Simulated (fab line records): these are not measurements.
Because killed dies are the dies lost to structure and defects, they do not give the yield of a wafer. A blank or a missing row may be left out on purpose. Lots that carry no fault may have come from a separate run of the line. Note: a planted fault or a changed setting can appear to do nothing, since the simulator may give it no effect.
A lot that was struck, set against a sound lot -- flow nandHarc -- 14 steps out of a route of 1302
Sound: the wafers L419.1, L419.2, L419.5. Struck: wafer L433.4 (left out: L433.2, L433.5 of the same lot, which were not struck); the cause appears at the end.
For every step that has rows: the tool of each side, followed by ch and its chambers, followed by its first start. Under that, the readings that differ: sound wafers -- struck wafers -- difference of the means -- sigmas: that difference in standard deviations of wafers without a fault.
alike: words and numbers the same on both sides, and readings whose means are apart by under 2 such deviations; not compared: readings that were withheld, readings missing a value for some wafer, numbers with overlapping values and no deviation given by the record, and bounds like >300 which may hide the same value.
A row with sigmas, a row that says differs or no value, or rows on one side alone: a step with any of these is where the two part. Numbers that have no deviation but don't overlap get no sigmas and don't part them. A reading missing from all wafers of one side parts the sides only when that side holds two or more wafers.

NHARC_A_WL_FILL_CVD_03: deposits W, target thk 40 nm, time 279 s.
  sound on cvdW-02 ch 0,1, day 21 23:22; struck on cvdW-02 ch 1, day 28 06:03
  alike: chamberPressureTorr, heaterPowerW, throttleValvePct
  not compared: sinceWetCleanH
NHARC_A_WL_FILL_ETCHBACK_04: etches the open film in NF3, target depth 60 nm, time 120 s.
  sound on rieMetal-02 ch 0,1, day 21 23:44; struck on rieMetal-03 ch 0, day 28 06:23
  alike: drypumpMotorCurrentA, oesProductAu, runLengthS
  not compared: rfHoursCounterH
then, 6 steps without rows for these wafers: NHARC_A_WL_FILL_ETCHBACK_05 (etches the open film in Cl2/BCl3, target depth 22 nm, time 60 s); NHARC_A_WL_FILL_STRIP_27 (strips in N2/H2, time 20 s); NHARC_A_WL_FILL_STRIP_28 (strips in post etch residue remover, time 1200 s); NHARC_A_WL_FILL_PRECLEAN_06 (cleans in DIW, time 300 s); NHARC_A_WL_FILL_SRD_07; NHARC_A_WL_FILL_ANNEAL_08 (time 1800 s).
NHARC_A_WL_FILL_ALD_10: deposits SiO2, target thk 50 nm, pulse time 10 s, ald cycles 500.
  sound on aldHk-03 ch 0,2,3, day 22 05:32; struck on aldHk-03 ch 3, day 28 10:14
  alike: heaterPowerW, precursorPulseHeightRel
  not compared: sinceWetCleanH
NHARC_A_WL_FILL_ETCHBACK_16: etches the open film in C4F8/O2/Ar, target depth 120 nm, time 24 s.
  sound on rieDiel-06 ch 1,2,3; struck on rieDiel-11 ch 2
  alike: oesProductAu, rfVppV, runLengthS
  not compared: rfHoursCounterH
NHARC_A_WL_FILL_STRIP_29: strips in O2, time 20 s.
  sound on rieDiel-06 ch 0,3, day 22 09:46; struck on rieDiel-11 ch 3, day 28 14:59
  alike: drypumpMotorCurrentA, oesProductAu, rfVppV, showerheadPlenumPTorr, throttleValvePct
  not compared: rfHoursCounterH
NHARC_A_WL_FILL_ETCHBACK_17: etches the open film in Cl2/BCl3, target depth 4 nm, time 26.7 s.
  sound on rieMetal-01 ch 0,1, day 22 09:51; struck on rieMetal-01 ch 1, day 28 15:05
reading,sound,struck,difference,sigmas
runLengthS (s),47.4 48.2 48.5,45.2,-2.8,-8
  alike: drypumpMotorCurrentA, oesProductAu
  not compared: rfHoursCounterH
then, 1 step without rows for these wafers: NHARC_A_WL_FILL_PRECLEAN_18 (cleans in dHF, time 30 s).
-- jump in the record: it breaks off in module A_WL_FILL and resumes in module END (first step shown: number 1302 of the route), and 4 days separate the struck wafers' starts before and after --
NHARC_END_SORT_01:
  sound on prober-02 ch 0, day 25 19:30; struck on prober-02 ch 0, day 32 07:30
  alike: killedAtArray, killedAtOther, killedAtPeriphery, killedDies, killedOpen, killedShort

WHERE THEY PART
Within this record, at NHARC_A_WL_FILL_ETCHBACK_17 only. Later steps at which nothing parts them and some readings are alike: NHARC_END_SORT_01.

WHY: what the simulator had put in
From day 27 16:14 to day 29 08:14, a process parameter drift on rieMetal-01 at NHARC_A_WL_FILL_ETCHBACK_17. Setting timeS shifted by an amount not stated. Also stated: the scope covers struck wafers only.
